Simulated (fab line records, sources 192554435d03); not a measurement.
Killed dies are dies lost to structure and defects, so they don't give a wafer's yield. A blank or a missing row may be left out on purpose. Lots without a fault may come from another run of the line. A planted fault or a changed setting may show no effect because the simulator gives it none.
Chamber matching | flow n5_finfet | N5_BEOL_M1_ALD_84 on ald_metal-03: 4 sister chambers
The step deposits TaN, pulse time 2 s, purge time 3 s, co reactant purge time 2 s. 16 wafers are shown with their chamber, then 8 later ones without.

WAFERS WITH THEIR CHAMBER
wafer  | chamber | heater_power_w (W)
L074.1 | 2       | 465
L074.2 | 3       | 396
L074.3 | 1       | 401
L076.1 | 2       | 469
L076.4 | 0       | 351
L076.5 | 2       | 476
L082.2 | 2       | 458
L082.3 | 3       | 393
L082.5 | 2       | 479
L089.1 | 1       | 407
L089.2 | 0       | 343
L089.3 | 3       | 398
L092.1 | 3       | 387
L092.2 | 1       | 412
L092.4 | 2       | 468
L091.1 | 2       | 467

SIGNATURES (means of the wafers above)
reading        | chamber 0 | chamber 1 | chamber 2 | chamber 3 | scatter within a chamber
heater_power_w | 347.00    | 406.67    | 468.86    | 393.50    | 6.14
Rule: a wafer's distance from a chamber is the root of the sum, over the readings, of the square of ((its reading less the chamber's mean) divided by the reading's scatter). The wafer belongs to the nearest chamber; if the next one is less than 2 further off, it can't be placed. The scatter: the root of (the sum of the squares of (reading less its chamber's mean) over the shown wafers, divided by (wafers less chambers)).

WAFERS WITHOUT THEIR CHAMBER
wafer  | heater_power_w (W)
L091.3 | 398
L091.6 | 399
L093.3 | 389
L093.5 | 394
L093.6 | 351
L096.4 | 407
L096.5 | 476
L096.6 | 401

WHICH CHAMBER EACH WENT THROUGH
wafer  | from the rows above     | in truth
L091.3 | can't be placed: 3 or 1 | 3
L091.6 | can't be placed: 3 or 1 | 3
L093.3 | 3                       | 3
L093.5 | can't be placed: 3 or 1 | 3
L093.6 | 0                       | 0
L096.4 | 1                       | 1
L096.5 | 2                       | 2
L096.6 | can't be placed: 1 or 3 | 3
Placed correctly: 4 of 8. Can't be placed from these rows: 4 (the true chamber is among the candidates in 4). Placed wrongly: 0.
